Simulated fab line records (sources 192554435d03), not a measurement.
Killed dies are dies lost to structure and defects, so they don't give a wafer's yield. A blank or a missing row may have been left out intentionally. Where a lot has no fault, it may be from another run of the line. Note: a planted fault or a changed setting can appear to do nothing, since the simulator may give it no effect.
fab line records | flow n5Finfet
record lots=5 wafers=12 lastDay=15
route steps=1938 shown PMOS_HMC_CHANNEL_EPI@62 FIN_SAQP@90 BEOL_M4@1111 PASSIVATION@1936
lots that met no fault: taken from a fault-free run of the same line
startH: start of the lot's first displayed wafer, in hours after the record's first day | waitH: time in hours since the lot's previous step | " unchanged from the row above | L1.1+2: a row that stands for several wafers | - no value present, or no start provided | * or withheld: withheld | < > ~ a bound
route shown NAME@n: NAME is a module with steps in the file, n the number in the route of the first one | usual: mean/standard deviation taken from wafers without a fault | same: alike in all rows | chamber/n: place in a boat | sites: readings site by site | _std_site: their standard deviation | _edge_site: outer sites' mean less inner sites' | radiusMm: how far each site lies from the wafer's centre | mask NAME#n: copy n | behind: the last tool/chamber to shape the wafer | hold: what put the lot on hold/how long, in hours/how the hold closed | device: transistor that didn't switch, given as n, p or np | end of line: tests run on the same wafers once the route is complete | step lacking rows: just its recipe | killed: count of dies lost to structure and defects at first sort (not the wafer's yield) | map: the dies of a wafer, with x for killed, . for not killed, _ for no die there
set.NAME: the setting that was run; set.NAME@STEP: the one run at that earlier step | model.NAME: the simulator's own value behind a step, which no gauge read
lots seen at some steps along the route; tables by step, rows by wafer
services: the hour from which a tool's chamber was out of use, counted from the record's first day as startH (under 0 if before that day), plus the number of hours and why
## steps
# step N5_PMOS_HMC_CHANNEL_EPI_EXPOSE_06
# recipe maskId=PMOS_HMC_BLK na=1.35 sourceShape=conventional sigmaOuter=0.8 polarization=unpolarized targetCdNm=240 doseMj=41
# step N5_PMOS_HMC_CHANNEL_EPI_PEB_07
# recipe pebTempC=110 pebTimeS=60 resist=CAR-ArF-block
# step N5_PMOS_HMC_CHANNEL_EPI_DEVELOP_08
# recipe developTimeS=30 developer=TMAH resist=CAR-ArF-block devTempC=23 rinseLiquid=diw dry=airSpin
# step N5_PMOS_HMC_CHANNEL_EPI_DESCUM_14
# recipe chemistry=O2 timeS=7.9 sourcePowerW=50 biasPowerW=20 pressureMtorr=20 rfFrequencyHz=2.712e+07 tempC=40 resist=CAR-ArF-block o2FlowSccm=225
# step N5_PMOS_HMC_CHANNEL_EPI_ETCH_32
# recipe chemistry=N2/H2 target=BARC stopOn=SiO2 targetDepthA=858 overEtchFrac=0.3 timeS=50.3 ionEnergyEv=200 maskMaterial=CAR-ArF-block pressureMtorr=30 sourceW=840 biasW=150 n2FlowSccm=200 h2FlowSccm=200
# step N5_PMOS_HMC_CHANNEL_EPI_HM_OPEN_15
# recipe chemistry=CHF3/O2 target=SiO2 maskMaterial=CAR-ArF-block targetDepthA=406 CHF3_flow_sccm=50 O2_flow_sccm=5 Ar_flow_sccm=200 timeS=20.3 pressureMtorr=30 sourceW=650 biasW=170 ionEnergyEv=200
# step N5_PMOS_HMC_CHANNEL_EPI_STRIP_33
# recipe chemistry=N2/H2 powerW=500 tempC=40 pressureMtorr=50 rfFrequencyHz=6e+07 overashFraction=0.3 biasPowerW=8 h2Frac=0.5 n2FlowSccm=300 h2FlowSccm=300
# step N5_PMOS_HMC_CHANNEL_EPI_STRIP_17
# recipe chemistry=SPM timeS=750 tempC=130 h2so4H2o2VolRatio=4 dry=ipaMarangoni
# step N5_PMOS_HMC_CHANNEL_EPI_ETCH_38
# recipe chemistry=CF4 target=SiO2 targetDepthA=15 ionEnergyEv=350 pressureMtorr=10 icpW=800 biasW=400 cf4FlowSccm=80
# step N5_PMOS_HMC_CHANNEL_EPI_FIN_RECESS_16
# recipe chemistry=HBr/Cl2 target=Si maskMaterial=SiO2 targetDepthA=540 timeS=18 pressureMtorr=10 icpW=800 biasW=75 HBr_flow_sccm=150 Cl2_flow_sccm=80
# usual drypumpMotorCurrentA=5.78/0.27 oesProductAu=0.992/0.015 throttleValvePct=35.6/0.32
# columns lot.wafer tool chamber startH waitH drypumpMotorCurrentA oesProductAu rfHoursCounterH throttleValvePct model.PMOS_HMC_CHANNEL_EPI.featureDepthNm model.etch.depthNm model.SiO2_of_PMOS_HMC_CHANNEL_EPI_HM_DEP_34.thkNm
L717.2 rieSi-02 0 30.06 0.0 5.24 0.983 67 35.7 52.93 52.93 30.41
L717.3 " 3 " " 5.83 0.970 22 35.2 54.03 54.03 30.34
L717.5 " 2 " " 5.84 0.988 - 35.8 55.05 55.05 30.34
L724.5 rieSi-02 1 72.31 0.0 5.84 0.999 - 35.4 52.43 52.43 30.78
L724.6 " 0 " " 5.24 0.989 - 35.6 34.9 34.9 31.62
L726.5 rieSi-02 1 84.98 0.0 5.83 0.998 - 35.4 51.99 51.99 31.68
L726.6 " 0 " " 5.24 0.976 - 35.7 34.32 34.32 32.79
L727.5 rieSi-02 0 90.68 0.0 5.25 0.982 - 35.7 53.16 53.16 30.73
L727.6 " 3 " " 5.86 0.963 - 35.2 35.09 35.09 32.07
L732.3 rieSi-01 2 120.41 0.0 5.32 1.001 177 35.3 53.4 53.4 29.94
L732.4 " 3 " " 5.90 0.993 112 35.6 53.12 53.12 30.75
L732.5 " 0 " " 5.77 0.998 - 36.2 53.12 53.12 31.03
# step N5_PMOS_HMC_CHANNEL_EPI_PRECLEAN_36
# recipe chemistry=O3/DIW timeS=45 tempC=22 o3Ppm=10
# step N5_PMOS_HMC_CHANNEL_EPI_PRECLEAN_18
# recipe chemistry=DHF timeS=30 tempC=25 dilution=withheld
# columns lot.wafer tool chamber startH waitH model.SiO2_of_PMOS_HMC_CHANNEL_EPI_HM_DEP_34.thkNm
L717.2 wetBench-04 2 30.18 0.0 24.78
L717.3+5 " 4,3 " " 24.71
L724.5 wetBench-04 4 72.39 0.0 25.22
L724.6 " 0 " " 26.08
L726.5 wetBench-02 4 85.06 0.0 26.12
L726.6 " 2 " " 27.23
L727.5 wetBench-02 1 90.76 0.0 25.11
L727.6 " 2 " " 26.43
L732.3 wetBench-02 2 120.52 0.0 24.39
L732.4 " 7 " " 25.21
L732.5 " 0 " " 25.51
# step N5_PMOS_HMC_CHANNEL_EPI_SRD_19
# recipe dry=ipaMarangoni doPpb=5 timeS=30 tempC=23 rinseLiquid=diw
# step N5_PMOS_HMC_CHANNEL_EPI_EPI_20
# recipe material=SiGe30 maskMaterial=SiO2 pressureTorr=20 targetThkA=590 tempC=600
# step N5_PMOS_HMC_CHANNEL_EPI_HM_STRIP_35
# recipe chemistry=dHF tempC=25 material=SiO2 target=SiO2 targetDepthA=396 timeS=216
# step N5_PMOS_HMC_CHANNEL_EPI_SRD_39
# recipe dry=ipaMarangoni timeS=30 tempC=23 rinseLiquid=diw
# step N5_PMOS_HMC_CHANNEL_EPI_CMP_21
# recipe material=SiGe30 postCmpClean=alkalineBrush targetThkNm=54
# step N5_PMOS_HMC_CHANNEL_EPI_THK_MEAS_22
# recipe reads=SiGe30_of_PMOS_HMC_CHANNEL_EPI_EPI_20
# usual HMC_CMP_THK=53.6/0.81
# columns lot.wafer tool chamber startH waitH HMC_CMP_THK[nm]
L717.2 filmMetro-02 - 32.27 - 53.1
L717.3 " - " " 54.3
L717.5 " - " " 55.2
L724.5 filmMetro-02 - 74.58 - 52.6
L724.6 " - " " 35.1
L726.5 filmMetro-02 - 87.23 - 52.0
L726.6 " - " " 34.4
L727.5 filmMetro-02 - 93.38 - 53.0
L727.6 " - " " 35.1
L732.3 filmMetro-01 - 122.64 - 53.3
L732.4 " - " " 53.0
L732.5 " - " " 53.3
# step N5_PMOS_HMC_CHANNEL_EPI_PRECLEAN_40
# recipe chemistry=DHF timeS=30 tempC=25 dilution=withheld
# step N5_PMOS_HMC_CHANNEL_EPI_PRECLEAN_37
# recipe chemistry=O3/DIW timeS=45 tempC=22 o3Ppm=10
# step N5_PMOS_HMC_CHANNEL_EPI_PRECLEAN_24
# recipe chemistry=DHF timeS=30 tempC=25 dilution=withheld
# step N5_PMOS_HMC_CHANNEL_EPI_SRD_25
# recipe dry=ipaMarangoni doPpb=5 timeS=30 tempC=23 rinseLiquid=diw
# step N5_PMOS_HMC_CHANNEL_EPI_EPI_26
# recipe material=Si targetThkA=38 tempC=650 precursor=SiH4/H2 pressureTorr=20 timeS=22.7
# step N5_FIN_SAQP_PRECLEAN_42
# recipe chemistry=O3/DIW timeS=60 tempC=22 o3Ppm=10
# step N5_FIN_SAQP_PRECLEAN_00
# recipe chemistry=SC1 timeS=60 tempC=55 mix=1:2:50
# step N5_FIN_SAQP_PRECLEAN_44
# recipe chemistry=SC2 timeS=45 tempC=35 mix=1:1:50
# step N5_FIN_SAQP_SRD_01
# recipe dry=ipaMarangoni timeS=30 tempC=23 rinseLiquid=diw
# step N5_FIN_SAQP_ALD_61
# recipe material=SiO2 targetThkA=40 tempC=300 aldPrecursorFamily=BDEAS aldCoReactant=O2-plasma pulseTimeS=1 purgeTimeS=2 coReactantPurgeTimeS=2 aldCycles=43 pressureTorr=2
# step N5_FIN_SAQP_DENSIFY_62
# recipe tempC=700 timeS=60 ambient=N2 idleTempC=600 rampUpCPerS=150 rampDownCPerS=60 coolToC=600
# step N5_FIN_SAQP_HM_DEP_03
# recipe material=SiNx targetThkA=380 tempC=400 precursor=SiH4/NH3/N2 pressureTorr=1.5 rfW=300 timeS=33.6
# step N5_FIN_SAQP_PECVD_47
# recipe material=a-Si targetThkA=450 tempC=400 precursor=SiH4/He pressureTorr=3 rfW=100 timeS=36.3
# step N5_FIN_SAQP_PECVD_48
# recipe material=SiNx targetThkA=250 tempC=400 precursor=SiH4/NH3/N2 pressureTorr=1.5 rfW=300 timeS=22.1
# step N5_FIN_SAQP_PECVD_06
# recipe material=a-Si targetThkA=600 tempC=400 precursor=SiH4/He pressureTorr=3 rfW=100 timeS=48.1
# step N5_FIN_SAQP_HM_DEP_72
# recipe material=SiO2 targetThkA=120 tempC=400 precursor=SiH4/N2O pressureTorr=0.75 rfW=275 timeS=7.2
# step N5_FIN_SAQP_COAT_49
# recipe resist=SOC tempC=250 timeS=60 spinRpm=1500 resistThkNm=100
# step N5_BEOL_M4_RC_MEAS_101
# usual CJ_P=5.81/0.16 DIBL_N=35.8/1.8 DIBL_P=35.6/2 IOFF_N=0.148/0.028 IOFF_P=0.20/0.034 ION_N=672/12 ION_P=462/8.5 SS_N=71.2/0.65 SS_P=73.1/0.67 VT_N=251/3.3 VT_P=-251/3.8
# columns lot.wafer tool chamber startH waitH CJ_P DIBL_N[mV/V] DIBL_P[mV/V] IOFF_N[nA/um] IOFF_P[nA/um] ION_N[uA/um] ION_P[uA/um] SS_N[mV/dec] SS_P[mV/dec] VT_N[mV] VT_P[mV]
L717.2 prober-01 0 168.42 0.2 6.04 32.4 32.2 0.107 0.17 660 460 71.4 71.9 257 -252
L717.3 " 0 " " 5.66 36.7 36.5 0.182 0.23 689 468 71.9 73.5 249 -249
L717.5 " 0 " " 5.41 34.7 34.9 0.139 0.19 677 465 71.4 72.2 255 -251
L724.5 prober-02 0 218.72 0.6 6.06 36.2 35.7 0.143 0.20 680 466 70.4 73.2 251 -247
L724.6 " 0 " " 6.31 35.4 35.6 0.123 0.16 659 383 71.1 73.1 253 -257
L726.5 prober-01 0 232.16 0.6 6.05 32.9 33.3 0.118 0.16 671 463 70.8 72.7 250 -251
L726.6 " 0 " " 6.36 35.9 37.0 0.151 0.16 670 378 70.8 72.7 249 -258
L727.5 prober-01 0 242.76 0.6 5.94 35.1 36.5 0.157 0.22 676 465 71.2 73.3 248 -248
L727.6 " 0 " " 6.57 35.4 36.1 0.158 0.17 665 378 71.1 73.3 248 -257
L732.3 prober-02 0 264.51 0.3 5.75 33.9 33.7 0.088 0.12 642 441 71.0 72.9 262 -259
L732.4 " 0 " " 6.06 39.0 40.2 0.174 0.21 670 449 72.3 73.7 253 -252
L732.5 " 0 " " 5.79 37.0 36.8 0.135 0.15 655 441 71.7 73.3 256 -257
# step N5_PASSIVATION_PROBE_49
# usual defectLimitedYield=91.3/1.5 killed_at_M0_to_M3=34/11 killed_at_M4_up=14/6.1 killedAtContacts=12/5.9 killedAtFrontEnd=39/11 killedAtOther=4/3.3 killedDies=102/18 killedOpen=67/13 killedShort=33/7.9 sort_bin_5_function=5.1/1 sort_bin_6_memory=3.3/0.7 sort_bin_8_speed=0.1/0.69 sortNPass=1077/19 sortYieldPct=91.3/1.6
# same grossDies=1180 killedAtBackSide=0 sort_bin_4_leakage[%]=0
# columns lot.wafer tool chamber startH waitH defectLimitedYield[%] killed_at_M0_to_M3 killed_at_M4_up killedAtContacts killedAtFrontEnd killedAtOther killedDies killedOpen killedShort sort_bin_5_function[%] sort_bin_6_memory[%] sort_bin_8_speed[%] sortNPass sortYieldPct[%]
L724.6 prober-01 - 322.27 0.3 90.7 28 15 10 56 1 110 75 30 5.8 2.8 90.7 0 0
L726.6 prober-01 - 328.32 0.3 91.1 42 9 11 35 8 105 67 38 5.4 3.4 91.1 0 0
L727.6 prober-02 - 343.27 0.3 89.4 58 8 26 33 0 125 76 45 6.6 3.7 89.4 0 0
# killed by level:class
L724.6 STI_FIN_REVEAL:geometricParticle:open=17 MOL_CONTACT_COAG:geometricParticle:open=9 FIN_SAQP:geometricParticle:open=8 BEOL_M2:geometricParticle:open=7 BEOL_M2:geometricParticle:short=7 GATE_CUT:geometricParticle:open=6 DUMMY_GATE:geometricParticle:open=5 STI_FIN_REVEAL:geometricParticle:short=4
L726.6 BEOL_M0_SAQP:geometricParticle:short=9 BEOL_M1:geometricParticle:open=8 GATE_CUT:geometricParticle:short=7 STI_FIN_REVEAL:geometricParticle:open=7 MOL_CONTACT_COAG:geometricParticle:open=7 BEOL_M0_SAQP:geometricParticle:open=7 BEOL_M2:geometricParticle:open=6 FIN_SAQP:geometricParticle:short=4
L727.6 MOL_CONTACT_COAG:geometricParticle:open=22 BEOL_M1:geometricParticle:open=10 BEOL_M0_SAQP:geometricParticle:short=9 FIN_SAQP:geometricParticle:open=7 BEOL_M2:geometricParticle:short=7 STARTING-WAFER:geometricParticle:open=7 BEOL_M0_SAQP:geometricParticle:open=6 BEOL_M2:geometricParticle:open=6
# map L724.5 (x killed, . not)
_________________.......x..x.________________
______________................x._____________
___________.....x......x...........__________
__________........................x._________
________..................x..........._______
_______............................x...______
______.......x.........................._____
_____...................x.............x..____
____x......xxxx........xx.x...............___
___.............................x...x.....x__
___.............................x....x.....__
__...........x...........x.x.x.............._
__......................x..................._
_..x.x................x...x.........x..x.....
_.x..x............x..x......x.....x..........
_...........x...x...........xx........x.x....
_.........x....x.........x................x..
_.x.................x..........x.............
_..x................x.........x....x.x.x...x.
_..................x....x.......x.x.....x....
_x.x...............x....x....x...x..x........
__..x.......x...x............xx............._
__x..x.x............x.............x........._
___............x.x.....x.....x........x....__
___.........x......x......xx............x..__
____x...x.....x...........xx.....x.......x___
_____........................x..........x____
______.................................._____
_______...........x.....xx.x.........x.______
________..x........................x.._______
__________...............x.........._________
___________...x.......x..........x.__________
______________.........x........_____________
_________________............________________
# map L726.5 (x killed, . not)
_________________...x........________________
______________......x..........._____________
___________....x.........x.........__________
__________.x.................x......_________
________......................x......._______
_______................................______
______...............x..x.......x......x_____
_____..xxx.............x..x...x..........____
____...........................xx.....x...___
___...x............xx......x......x........__
___.............x.....x.x...........x..x...__
__.............x..........................x._
__..x.xxx................x........x......x.._
_x.............x.x......x..x..x.............x
_......x...............................x.....
_...x.........x....x..x......xx............x.
_...................x..............x......x..
_....x..........x.xx.x.x.............x.x.....
_...........x......x..x.....x................
_....................x.x..........x.....x..x.
_x...........................x...x.x......x..
__x........................................x_
__.............x............................_
___....x.........x....x.......x............__
___x.x....................x..x.....x.......__
____..xx...............xx...x.............___
_____.....x......x...............x..x.x..____
______....................x..x........x._____
_______..x......x.....x....x...x.......______
________.....x.x......x....x........x._______
__________x....................x...._________
___________..........x.x..x..x.....__________
______________....xx............_____________
_________________............________________
## services
# columns tool chamber startH hours kind
wetBench-02 - 19.15 1.9 pm
rieSi-01 1 59.49 1.5 repair
## key
firstSign step=N5_PMOS_HMC_CHANNEL_EPI_THK_MEAS_22 reading=HMC_CMP_THK direction=down sigmas=23 usual=53.6 struck=34.9
effect step=N5_BEOL_M4_RC_MEAS_101 reading=ION_P direction=down sigmas=9.7 usual=462 struck=379
effect step=N5_BEOL_M4_RC_MEAS_101 reading=CJ_P direction=up sigmas=3.8 usual=5.81 struck=6.41
effect step=N5_PASSIVATION_PROBE_49 reading=sort_bin_8_speed direction=up sigmas=99+ usual=0.1 struck=90.4
modelEffect step=N5_PMOS_HMC_CHANNEL_EPI_FIN_RECESS_16 value=PMOS_HMC_CHANNEL_EPI.featureDepthNm without=53.4 struck=34.77
modelEffect step=N5_PMOS_HMC_CHANNEL_EPI_PRECLEAN_18 value=SiO2_of_PMOS_HMC_CHANNEL_EPI_HM_DEP_34.thkNm without=25.14 struck=26.58
metAt N5_PMOS_HMC_CHANNEL_EPI_FIN_RECESS_16
struckWafers L724.6,L726.6,L727.6
onsetBetween 30.06 72.31
fault kind=processParameterDrift tool=rieSi-02 chamber=- onsetH=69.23 steps=N5_PMOS_HMC_CHANNEL_EPI_FIN_RECESS_16 channel=timeS offset=* shape=step endH=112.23 scope=struckWafersOnly actsIn=* stated=*
